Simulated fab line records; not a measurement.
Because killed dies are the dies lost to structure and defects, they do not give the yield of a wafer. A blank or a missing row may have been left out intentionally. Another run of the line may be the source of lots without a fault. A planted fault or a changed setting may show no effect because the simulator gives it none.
fab line records    flow nand-harc
record lots=6  wafers=18  last-day=34
route steps=1302 shown A_DECK1_JOINT@533 A_ONON_D2@545
lots with no fault: from the same line, run without faults
start-h: start of the lot's first displayed wafer, in hours after the record's first day    wait-h: hours since the lot's step before    " identical to the entry in the row above    L1.1+2: one row covering several wafers at once    - no value, or no start given    * or withheld: withheld    < > ~ a bound
route shown NAME@n: a module of which the file shows steps, and the number in the route of the first    usual: mean/standard deviation taken from wafers without a fault    same: alike in all rows    chamber/n: place in a boat    sites: readings site by site    _std_site: the standard deviation of these    _edge_site: outer sites' mean less inner sites'    radius-mm: how far each site lies from the wafer's centre    mask NAME#n: copy n    behind: the tool/chamber that last shaped the wafer    hold: cause of the lot's hold/its duration in hours/its outcome    device: names the non-switching transistor (n, p or np)    end of line: the route-end tests of the same wafers    a step given without rows: its recipe and nothing more    killed: at the first sort, the dies lost to defects and structure; wafer yield is something else    map: a wafer's dies, marking killed ones x, the rest . and places with no die _
set.NAME: the setting that was run; set.NAME@STEP: the one run at that earlier step    model.NAME: the simulator's own value behind a step, which no gauge read
lots seen at some steps along the route; tables by step, rows by wafer
services: a tool's chamber out of use, with start hour (start-h, from the record's first day; less than 0 if before it), hours out, and reason
## steps
# step NHARC_A_DECK1_JOINT_CVD_34
# recipe target-thk-a=200  temp-c=700  pressure-mtorr=300  material=SiNx
# step NHARC_A_DECK1_JOINT_DEP_06
# recipe target-thk-a=800  temp-c=65  material=SiOx
# step NHARC_A_DECK1_JOINT_CURE_26
# recipe temp-c=150  time-s=32  pressure-atm=0.395
# step NHARC_A_DECK1_JOINT_ANNEAL_27
# recipe temp-c=400  time-s=3600  idle-temp-c=300  ramp-up-c-per-min=10  densification-p-h2o-torr=640
# step NHARC_A_DECK1_JOINT_ANNEAL_28
# recipe temp-c=500  time-s=1800  idle-temp-c=400  ramp-up-c-per-min=10  densification-p-h2o-torr=640
# step NHARC_A_DECK1_JOINT_ANNEAL_29
# recipe temp-c=750  time-s=1800  idle-temp-c=500  ramp-up-c-per-min=10  ramp-down-c-per-min=3
# step NHARC_A_DECK1_JOINT_CMP_02
# recipe material=SiOx
# usual motor-current-A=12.2/1.5  retaining-ring-pressure-frac=1.000/0.0052  slurry-filter-dp-kPa=13.50/0.15
lot.wafer  tool    chamber  start-h  wait-h  motor-current-A  retaining-ring-pressure-frac  slurry-filter-dp-kPa
L519.2     cmp-03  2        268.56   0.4     9.3              0.995                         13.52
L519.3     "       3        "        "       11.6             0.997                         13.50
L519.4     "       0        "        "       11.8             1.016                         13.54
L520.3     cmp-03  0        287.68   0.4     10.8             1.006                         13.39
L520.4     "       2        "        "       9.7              0.998                         13.46
L520.5     "       3        "        "       11.0             0.999                         13.55
L536.4     cmp-03  0        434.49   0.4     10.9             1.001                         13.53
L536.3     "       2        "        "       10.2             0.996                         13.42
L536.6     "       0        "        "       10.4             0.998                         13.48
L537.2     cmp-04  0        460.56   0.4     14.7             1.001                         13.43
L537.4     "       1        "        "       13.8             1.004                         13.58
L537.5     "       3        "        "       11.4             1.003                         13.44
L541.3     cmp-04  0        497.69   0.4     14.9             0.993                         13.58
L541.1     "       3        "        "       11.4             1.005                         13.73
L541.5     "       0        "        "       14.4             1.000                         13.52
L542.2     cmp-02  0        512.93   0.4     12.3             1.002                         13.58
L542.4     "       2        "        "       13.9             0.996                         13.40
L542.6     "       3        "        "       13.4             1.003                         13.30
# step NHARC_A_DECK1_JOINT_SRD_15
# step NHARC_A_DECK1_JOINT_DEP_16
# recipe target-thk-a=450  temp-c=400  pressure-torr=6.5  rf-w=900  teos-flow-sccm=161.4  flow-sccm=2650  target-thk-nm=45  gas=O2  material=SiO2
# usual heater-power-outer-w=335/97  heater-power-w=586/130  rf-fwd-power-W=895.5/2.7  throttle-valve-pct=15.9/0.49
lot.wafer  tool      chamber  start-h  wait-h  heater-power-outer-w  heater-power-w  rf-fwd-power-W  since-wet-clean-h  throttle-valve-pct
L519.3     pecvd-04  0        268.95   0.1     406                   650             891.3           168                15.9
L519.2     "         2        "        "       375                   661             896.2           168                16.5
L519.4     "         0        "        "       403                   658             895.8           -                  15.9
L520.3     pecvd-01  2        288.11   0.1     364                   632             891.6           145                16.1
L520.4     "         1        "        "       425                   753             899.7           -                  16.0
L520.5     "         2        "        "       362                   638             891.8           -                  16.2
L536.3     pecvd-02  1        434.91   0.1     340                   587             896.9           14                 15.7
L536.4     "         0        "        "       225                   448             896.5           -                  15.6
L536.6     "         1        "        "       345                   597             894.4           -                  15.8
L537.2     pecvd-01  1        461.00   0.2     446                   771             894.8           137                16.7
L537.4     "         0        "        "       253                   427             893.2           -                  15.9
L537.5     "         2        "        "       308                   553             891.8           -                  16.0
L541.1     pecvd-02  1        498.08   0.1     275                   511             895.2           77                 16.1
L541.3     "         2        "        "       406                   685             896.1           -                  15.4
L541.5     "         1        "        "       281                   506             890.6           -                  16.1
L542.2     pecvd-04  0        513.33   0.1     464                   715             900.1           50                 15.7
L542.6     "         2        "        "       331                   607             896.2           -                  16.5
L542.4     "         0        "        "       461                   748             899.4           -                  15.7
# step NHARC_A_DECK1_JOINT_THK_MEAS_17
# recipe thk-meas-gauge=ellipsometry
# usual thk-nm=45.0/1.1
lot.wafer  tool           chamber  start-h  wait-h  thk-nm
L519.2     film-metro-01  -        269.23   0.2     45.9
L519.3     "              -        "        "       43.3
L519.4     "              -        "        "       45.2
L520.3     film-metro-02  -        288.34   0.2     42.6
L520.4     "              -        "        "       44.8
L520.5     "              -        "        "       45.3
L536.3     film-metro-01  -        435.14   0.2     43.7
L536.4     "              -        "        "       45.6
L536.6     "              -        "        "       45.4
L537.2     film-metro-01  -        461.25   0.2     44.8
L537.4     "              -        "        "       46.9
L537.5     "              -        "        "       46.9
L541.1     film-metro-01  -        498.45   0.3     43.6
L541.3     "              -        "        "       46.2
L541.5     "              -        "        "       46.0
L542.2     film-metro-01  -        513.58   0.2     45.2
L542.4     "              -        "        "       45.8
L542.6     "              -        "        "       45.3
# step NHARC_A_DECK1_JOINT_INSPECT_05
# usual raw-defect-count=340/110
lot.wafer  tool               chamber  start-h  wait-h  raw-defect-count
L519.2     defect-inspect-01  -        269.26   0.0     282
L519.3     "                  -        "        "       396
L519.4     "                  -        "        "       363
L520.3     defect-inspect-02  -        288.37   0.0     419
L520.4     "                  -        "        "       371
L520.5     "                  -        "        "       278
L536.3     defect-inspect-01  -        435.17   0.0     316
L536.4     "                  -        "        "       278
L536.6     "                  -        "        "       282
L537.2     defect-inspect-02  -        461.28   0.0     358
L537.4     "                  -        "        "       590
L537.5     "                  -        "        "       338
L541.1     defect-inspect-01  -        498.48   0.0     207
L541.3     "                  -        "        "       412
L541.5     "                  -        "        "       170
L542.2     defect-inspect-01  -        513.61   0.0     265
L542.4     "                  -        "        "       246
L542.6     "                  -        "        "       210
# step NHARC_A_ONON_D2_DEP_00
# recipe target-thk-a=10000  n2-flow-sccm=2750  n2o-flow-sccm=2000  nh3-flow-sccm=500  sih4-flow-sccm=210  temp-c=400
lot.wafer   tool           chamber  start-h  wait-h
L519.2+3+4  pecvd-onon-02  0        269.39   0.1
L520.3+4+5  pecvd-onon-04  0        288.55   0.2
L536.3+4+6  pecvd-onon-04  0        435.35   0.2
L537.2+4+5  pecvd-onon-04  0        461.41   0.1
L541.1+3+5  pecvd-onon-03  0        498.55   0.1
L542.2+4+6  pecvd-onon-02  0        513.74   0.1
# step NHARC_A_ONON_D2_THK_MEAS_02
# recipe thk-meas-gauge=ellipsometry
# usual thk-nm=998/7.2
lot.wafer  tool           chamber  start-h  wait-h  thk-nm
L519.2     film-metro-02  -        269.84   -       996
L519.3     "              -        "        "       997
L519.4     "              -        "        "       995
L520.3     film-metro-01  -        288.95   -       999
L520.4     "              -        "        "       997
L520.5     "              -        "        "       996
L536.3     film-metro-02  -        435.75   -       994
L536.4     "              -        "        "       1602
L536.6     "              -        "        "       993
L537.2     film-metro-02  -        461.86   -       1002
L537.4     "              -        "        "       1611
L537.5     "              -        "        "       1609
L541.1     film-metro-02  -        499.06   -       992
L541.3     "              -        "        "       992
L541.5     "              -        "        "       991
L542.2     film-metro-01  -        514.19   -       999
L542.4     "              -        "        "       998
L542.6     "              -        "        "       1000
# step NHARC_A_ONON_D2_DEP_03
# recipe target-thk-a=10000  n2-flow-sccm=2750  n2o-flow-sccm=2000  nh3-flow-sccm=500  sih4-flow-sccm=210  temp-c=400
## services
tool           chamber  start-h  hours  kind
pecvd-01       -        256.46   1.0    repair
cmp-03         -        261.44   4.0    pm
pecvd-04       -        269.12   13.0   pm
cmp-04         -        270.01   2.3    repair
pecvd-04       -        297.92   3.2    repair
cmp-04         -        307.08   4.0    pm
pecvd-onon-04  -        311.08   13.0   pm
pecvd-01       -        311.10   13.0   pm
cmp-04         -        313.79   2.9    repair
cmp-03         -        320.66   1.3    repair
pecvd-01       -        334.14   4.8    repair
pecvd-04       1        348.25   4.9    repair
pecvd-02       0        356.47   15.9   repair
cmp-03         -        359.44   4.0    pm
pecvd-onon-02  -        366.57   13.0   pm
cmp-04         -        368.86   1.1    repair
cmp-03         -        384.60   0.3    repair
cmp-04         -        405.08   4.0    pm
pecvd-02       -        408.00   13.0   pm
cmp-03         -        457.44   4.0    pm
cmp-03         -        470.00   0.3    repair
cmp-03         -        475.82   6.6    repair
cmp-03         -        490.01   1.6    repair
pecvd-onon-04  -        492.08   13.0   pm
## key
first-sign step=NHARC_A_ONON_D2_THK_MEAS_02  reading=thk-nm  direction=up  sigmas=85  usual=998  struck=1607
effect none on later readings
met-at NHARC_A_ONON_D2_DEP_00
struck-wafers L536.4,L537.4,L537.5
later-rows-left-out L536.4,L537.4,L537.5
sort-left-out L536.4,L537.4,L537.5
tester-left-out L536,L537
onset-between 288.55 435.35
fault kind=process-parameter-drift  tool=pecvd-onon-04  chamber=-  onset-h=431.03  steps=NHARC_A_ONON_D2_DEP_00  channel=target-thk-a  offset=*  shape=step  end-h=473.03  scope=struck-wafers-only  acts-in=*  stated=*
# tester-left-out: of these lots the tester's yield and bins aren't shown, on N5 and GAA mostly nor the transistor test; their killed dies are dies lost to structure and defects alone, not to doping, threshold or leakage, so they don't give the yield
# sort-left-out: the simulated sort isn't trusted on such a fault, so these wafers' sort isn't shown, and their yield isn't known
# later-rows-left-out: the simulator's readings of these wafers behind a module that went badly wrong aren't trusted and aren't shown, but for the sort
